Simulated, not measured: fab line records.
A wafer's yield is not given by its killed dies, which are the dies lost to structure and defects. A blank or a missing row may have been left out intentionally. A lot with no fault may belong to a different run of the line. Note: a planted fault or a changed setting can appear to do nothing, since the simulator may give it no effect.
Which tool was responsible?    flow nand_harc    13 lots, 39 wafers sampled, at 5 steps of a route of 1159

## WHAT EACH GAUGE READ, for each wafer
NHARC_THIN_TSV_CD_MEAS_33: the cd target is 5000 nm. Usual: cd_nm at 4999.1 nm, with a standard deviation of 1.6.
lot   measured      on         cd_nm (nm)            flag
L161  day 19 14:16  cd_sem-01  5000.2 5001.9 4997.9  
L164  day 19 05:16  cd_sem-01  4998.0 4998.1 4998.9  
L165  day 19 16:55  cd_sem-02  4999.3 4995.4 4998.6  
L168  day 20 07:49  cd_sem-02  4999.5 4999.2 5000.4  
L167  day 20 08:38  cd_sem-03  4997.1 4996.9 5000.2  
L169  day 21 13:20  cd_sem-01  5001.9 5000.9 4999.2  
L172  day 21 14:47  cd_sem-03  4996.6 4999.7 4999.0  
L170  day 21 09:25  cd_sem-03  4996.9 4995.8 4995.1  
L171  day 21 23:25  cd_sem-03  4997.4 5002.8 4995.6  
L173  day 22 00:19  cd_sem-01  5000.4 4999.0 4998.8  
L175  day 22 07:52  cd_sem-01  4998.4 4997.3 4997.8  
L176  day 23 07:01  cd_sem-02  4996.2 4999.9 4997.5  
L177  day 23 05:42  cd_sem-02  4998.0 4997.6         

NHARC_END_SORT_01. Usual: killed_at_array 29, standard deviation 11; killed_at_other 0.5, standard deviation 0.8; killed_at_periphery 3.5, standard deviation 2.8; killed_dies 33, standard deviation 12; killed_open 3.1, standard deviation 1.8; killed_short 1.8, standard deviation 1.4.
lot   measured      on         killed_at_array  killed_at_other  killed_at_periphery  killed_dies  killed_open  killed_short  flag
L161  day 19 21:14  prober-02  9 11 5           0 0 0            1 3 2                10 14 7      2 5 4        2 1 1         
L164  day 19 12:22  prober-02  12 10 16         0 0 0            4 4 3                16 14 19     4 1 3        0 0 4         
L165  day 20 20:37  prober-02  38 42 41         1 0 0            1 3 6                40 45 47     2 1 6        2 4 1         
L168  day 21 06:13  prober-01  27 31 30         0 0 0            4 1 6                31 32 36     1 0 3        3 4 0         
L167  day 21 14:41  prober-02  22 16 23         2 3 2            0 3 7                24 22 32     5 5 5        2 2 2         
L169  day 21 22:52  prober-02  40 35 46         0 0 0            10 3 8               50 38 54     1 1 1        3 1 1         
L172  day 22 02:53  prober-01  17 16 14         0 0 1            3 4 6                20 20 21     1 3 8        3 3 2         
L170  day 21 18:20  prober-01  37 33 46         0 0 0            2 8 3                39 41 49     2 1 3        4 0 3         
L171  day 22 09:56  prober-01  24 18 19         0 1 1            1 1 1                25 20 21     3 2 2        0 0 1         
L173  day 22 09:09  prober-02  25 33 35         1 0 0            4 0 1                30 33 36     6 3 3        3 2 2         
L175  day 22 19:23  prober-01  18 15 24         1 2 1            3 11 3               22 28 28     2 2 4        3 2 1         
L176  day 23 22:25  prober-02  32 33 39         0 0 0            1 1 2                33 34 41     2 2 3        0 0 1         
L177  day 23 14:38  prober-02  671 33 35        0 0 1            6 3 4                677 36 40    10 1 6       3 2 3         OFF

## EACH LOT AND THE TOOL THAT RAN IT (in order: tool; ch and the chambers of the sampled wafers; start)
lot   NHARC_A_CHANNEL_HOLE_D1_DEP_00  NHARC_THIN_TSV_STRIP_62               NHARC_THIN_TSV_ANNEAL_52
L161  acl_dep-01 ch 0, day 8 17:35    plasma_asher-02 ch 0,1, day 19 10:57  rtp_anneal-02 ch 0, day 19 12:20
L164  acl_dep-03 ch 0, day 8 19:12    plasma_asher-01 ch 0,1, day 19 01:47  rtp_anneal-02 ch 0, day 19 03:17
L165  acl_dep-01 ch 0, day 9 04:50    plasma_asher-02 ch 0,1, day 19 13:38  rtp_anneal-02 ch 0, day 19 14:58
L168  acl_dep-01 ch 0, day 9 11:28    plasma_asher-02 ch 0,1, day 20 04:11  rtp_anneal-02 ch 0, day 20 05:32
L167  acl_dep-02 ch 0, day 9 12:19    plasma_asher-02 ch 0,1, day 20 05:18  rtp_anneal-01 ch 0, day 20 06:51
L169  acl_dep-02 ch 0, day 10 10:41   plasma_asher-01 ch 0,1, day 21 09:51  rtp_anneal-01 ch 0, day 21 11:19
L172  acl_dep-01 ch 0, day 10 10:41   plasma_asher-02 ch 0, day 21 11:28    rtp_anneal-02 ch 0, day 21 12:53
L170  acl_dep-02 ch 0, day 10 12:16   plasma_asher-02 ch 1, day 21 06:08    rtp_anneal-02 ch 0, day 21 07:29
L171  acl_dep-02 ch 0, day 10 15:54   plasma_asher-01 ch 0,1, day 21 20:08  rtp_anneal-02 ch 0, day 21 21:29
L173  acl_dep-01 ch 0, day 11 09:29   plasma_asher-02 ch 0,1, day 21 21:05  rtp_anneal-02 ch 0, day 21 22:32
L175  acl_dep-01 ch 0, day 11 14:28   plasma_asher-02 ch 0,1, day 22 04:34  rtp_anneal-02 ch 0, day 22 06:01
L176  acl_dep-02 ch 0, day 11 23:07   plasma_asher-02 ch 0,1, day 23 03:23  rtp_anneal-01 ch 0, day 23 04:47
L177  acl_dep-01 ch 0, day 11 23:08   plasma_asher-02 ch 0,1, day 23 02:23  rtp_anneal-02 ch 0, day 23 03:50
- NHARC_A_CHANNEL_HOLE_D1_DEP_00: deposits aC, target thk 3100 nm.
- NHARC_THIN_TSV_STRIP_62: strips in N2/H2, time 20 s.
- NHARC_THIN_TSV_ANNEAL_52: time 90 s.

## WHAT THE TOOLS THEMSELVES READ (means of the sampled wafers that have a number; where no wafer has one, the mark that the record gives instead)
NHARC_A_CHANNEL_HOLE_D1_DEP_00. Usual: throttle_valve_pct at 34.998 %, with a standard deviation of 0.0087.
lot   tool        throttle_valve_pct (%)  flag
L161  acl_dep-01  34.997                  
L164  acl_dep-03  35.004                  
L165  acl_dep-01  34.991                  
L168  acl_dep-01  34.986                  
L167  acl_dep-02  34.995                  
L169  acl_dep-02  34.998                  
L172  acl_dep-01  35.004                  
L170  acl_dep-02  35.009                  
L171  acl_dep-02  34.999                  
L173  acl_dep-01  34.998                  
L175  acl_dep-01  34.990                  
L176  acl_dep-02  35.004                  
L177  acl_dep-01  35.000                  

NHARC_THIN_TSV_STRIP_62. Usual: drypump_motor_current_A 5.74 A, standard deviation 0.18; heater_power_w 338 W, standard deviation 24.
lot   tool             drypump_motor_current_A (A)  heater_power_w (W)  flag
L161  plasma_asher-02  5.73                         322                 
L164  plasma_asher-01  5.60                         371                 
L165  plasma_asher-02  5.77                         315                 
L168  plasma_asher-02  5.77                         327                 
L167  plasma_asher-02  5.74                         311                 
L169  plasma_asher-01  5.63                         358                 
L172  plasma_asher-02  5.68                         312                 
L170  plasma_asher-02  5.79                         333                 
L171  plasma_asher-01  5.74                         363                 
L173  plasma_asher-02  5.78                         326                 
L175  plasma_asher-02  5.80                         326                 
L176  plasma_asher-02  5.74                         315                 
L177  plasma_asher-02  5.77                         322                 

NHARC_THIN_TSV_ANNEAL_52. Usual: wafer_temp_C_max at 226.3, with a standard deviation of 0.33.
lot   tool           wafer_temp_C_max  flag
L161  rtp_anneal-02  226.0             
L164  rtp_anneal-02  226.6             
L165  rtp_anneal-02  226.1             
L168  rtp_anneal-02  226.1             
L167  rtp_anneal-01  226.7             
L169  rtp_anneal-01  226.4             
L172  rtp_anneal-02  226.1             
L170  rtp_anneal-02  226.4             
L171  rtp_anneal-02  226.4             
L173  rtp_anneal-02  226.3             
L175  rtp_anneal-02  226.3             
L176  rtp_anneal-01  226.7             
L177  rtp_anneal-02  226.2             

## THE ANSWER, worked out from the rows above alone
Rule: a lot is off if the mean of its wafers that have a number lies more than 3 standard deviations from the usual mean. A lot without any number at a reading at which 4 lots or more have one is off too. All remaining lots with rows at the step are treated as sound. After the gauges, taken in route order, come the tools' own readings; for these a lot's mean is taken, as printed above. At the first step where some lot is off, the reading lying furthest off is the one used; lots without a number count as furthest.
Off, at NHARC_END_SORT_01 on killed_at_array: L177.
If a tool, at a process step before that reading, ran all the lots that are off and no sound lot after the first of them, it fits. The gauges at NHARC_END_SORT_01 are tried like those tools. Can't be told from this: 2 tools fit, acl_dep-01 at NHARC_A_CHANNEL_HOLE_D1_DEP_00, rtp_anneal-02 at NHARC_THIN_TSV_ANNEAL_52.

## WHAT WAS PUT IN BY THE SIMULATOR
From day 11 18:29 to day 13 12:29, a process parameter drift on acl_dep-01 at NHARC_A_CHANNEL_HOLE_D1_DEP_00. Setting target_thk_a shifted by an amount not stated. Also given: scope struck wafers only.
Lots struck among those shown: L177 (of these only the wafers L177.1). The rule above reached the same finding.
